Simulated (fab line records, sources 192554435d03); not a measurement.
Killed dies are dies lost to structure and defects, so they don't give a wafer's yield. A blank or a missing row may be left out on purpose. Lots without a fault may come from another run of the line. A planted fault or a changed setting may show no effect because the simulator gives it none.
A struck lot beside a sound one | flow n5_finfet | 39 steps out of a route of 1938
Sound: wafers L396.1, L396.3, L396.6. Struck: wafers L384.1, L384.4, L384.5. The cause comes at the end.
At each step with rows: each side's tool, then ch and its chambers, then its first start. Under that, the readings that differ: sound wafers | struck wafers | difference of the means | sigmas: that difference in standard deviations of wafers without a fault.
alike: readings whose means differ by less than 2 such deviations, and words and numbers that are the same on both sides. not compared: withheld readings, readings that some wafer has no value for, bounds like >300 that may hide the same value, and numbers for which the record gives no deviation and whose values overlap.
The two part at a step that has a row with sigmas, a row that says differs or no value, or rows on one side only. Numbers that don't overlap but have no deviation are shown without sigmas and don't part them. A reading that every wafer of one side lacks parts them only if that side has two wafers or more.

first, 9 steps without rows for these wafers: N5_BEOL_M4_ANNEAL_95 (time 240 s); N5_BEOL_M4_SPUTTER_96 (material Cu, target thk 4.5 nm, time 8.29 s); N5_BEOL_M4_ECD_50 (material Cu, target thk 300 nm); N5_BEOL_M4_ANNEAL_51 (time 90 s); N5_BEOL_M4_CMP_52 (polishes, stops on SiOC, t overpolish 6.8 s, target thk 40 nm); N5_BEOL_M4_PRE_CLEAN_60 (time 15 s); N5_BEOL_M4_CO_CAP_55 (material Co, precursor CCTBA/H2, target thk 2 nm, time 102.1 s); N5_BEOL_M4_PRE_CLEAN_56 (time 15 s); N5_BEOL_M4_DEP_57 (deposits SiCN from 3MS/NH3, target thk 8 nm, time 14 s).
N5_BEOL_M4_RC_MEAS_101:
  sound on prober-01 ch 0, day 14 02:31; struck on prober-01 ch 0, day 10 21:14
  reading   | sound          | struck         | difference | sigmas
  VT_P (mV) | -245 -247 -251 | -255 -254 -254 | -7         | -2
  alike: DIBL_N, DIBL_P, IOFF_N, IOFF_P, ION_N, ION_P, SS_N, SS_P, VT_N
then, 24 steps without rows for these wafers: N5_BEOL_M5_ILD_DEP_00 (deposits SiCOH lowk from DEMS/porogen, target thk 140.64 nm, time 25.9 s); N5_BEOL_M5_CURE_79 (cures SiCOH lowk, time 240 s); N5_BEOL_M5_PECVD_70 (deposits SiO2 from TEOS/O2, target thk 16 nm, time 18 s); N5_BEOL_M5_HM_DEP_02 (deposits TiN, target thk 20 nm); N5_BEOL_M5_COAT_59 (time 60 s, resist thk 60 nm); N5_BEOL_M5_COAT_60 (time 60 s, resist thk 12 nm); N5_BEOL_M5_COAT_71 (time 60 s, resist thk 5 nm); N5_BEOL_M5_COAT_05 (resist thk 30 nm); N5_BEOL_M5_EBR_07; N5_BEOL_M5_SOFTBAKE_06 (time 60 s); N5_BEOL_M5_EXPOSE_08 (exposes mask M5, target cd 28 nm); N5_BEOL_M5_PEB_09 (peb time 60 s); N5_BEOL_M5_DEVELOP_10 (develop time 30 s); N5_BEOL_M5_DESCUM_16 (chemistry O2, time 7 s); N5_BEOL_M5_ETCH_72 (etches underlayer in N2/H2, target depth 6.5 nm, time 5.2 s); N5_BEOL_M5_ETCH_61 (etches SiARC in CF4, target depth 15.6 nm, time 26 s); N5_BEOL_M5_ETCH_62 (etches SOC in N2/H2, target depth 75 nm, overetch 15 nm, time 112.5 s); N5_BEOL_M5_STRIP_63 (strips in N2/H2); N5_BEOL_M5_STRIP_73 (strips in N2/H2); N5_BEOL_M5_STRIP_64 (strips in CF4); N5_BEOL_M5_HM_OPEN_17 (chemistry Cl2/BCl3, target TiN, target depth 20 nm, overetch 6 nm); N5_BEOL_M5_STRIP_19 (strips in O2); N5_BEOL_M5_COAT_65 (time 60 s, resist thk 60 nm); N5_BEOL_M5_COAT_66 (time 60 s, resist thk 12 nm).
-- the record jumps here: 3 days lie between the struck wafers' starts before and after (it left off in module BEOL_M5 and takes up again in module BEOL_M13, whose first step shown is number 1710 of the route) --
N5_BEOL_M13_CMP_49: polishes, stops on SiOC, t overpolish 17.1 s, target thk 420 nm.
  sound on cmp-01 ch 0,2,3, day 16 19:05; struck on cmp-01 ch 1,3, day 13 22:10
  no value came back on the struck wafers for any of 6 readings (barrier_field_endpoint_s (s), clearing_platen_down_force_psi (psi) and others); on the sound wafers barrier_field_endpoint_s (s) reads 31.0 32.0 32.5
  reading                                 | sound           | struck          | difference | sigmas
  model.Cu_of_BEOL_M13_ECD_47.thk_nm (nm) | 428 429.8 429.2 | 952.8 943 935.4 | +514.7     |
N5_BEOL_M13_THK_MEAS_50: measures by xrf.
  sound on film_metro-01, day 16 19:18; struck on film_metro-02, day 13 22:25
  reading      | sound       | struck      | difference | sigmas
  M13_THK (nm) | 425 424 424 | 935 923 919 | +501       | +80
N5_BEOL_M13_RS_MEAS_54: measures by four-point-probe.
  sound on film_metro-01, day 16 19:26; struck on film_metro-02, day 13 22:33
  reading         | sound                | struck               | difference | sigmas
  M13_RS (ohm/sq) | 0.0441 0.0439 0.0439 | 0.0179 0.0181 0.0182 | -0.0259    | -43
N5_BEOL_M13_INSPECT_55: inspects for defects (darkfield).
  sound on defect_inspect-02, day 16 19:28; struck on defect_inspect-02, day 13 22:35
  reading          | sound    | struck         | difference | sigmas
  raw_defect_count | 44 57 51 | 3145 3166 3139 | +3099      | +99 or more
N5_PASSIVATION_PROBE_49:
  the record has rows for the struck wafers here (prober-02, day 15 03:35) and none for the sound ones

WHERE THEY PART
First at N5_BEOL_M4_RC_MEAS_101; last, within this record, at N5_PASSIVATION_PROBE_49.

WHY: what the simulator had put in
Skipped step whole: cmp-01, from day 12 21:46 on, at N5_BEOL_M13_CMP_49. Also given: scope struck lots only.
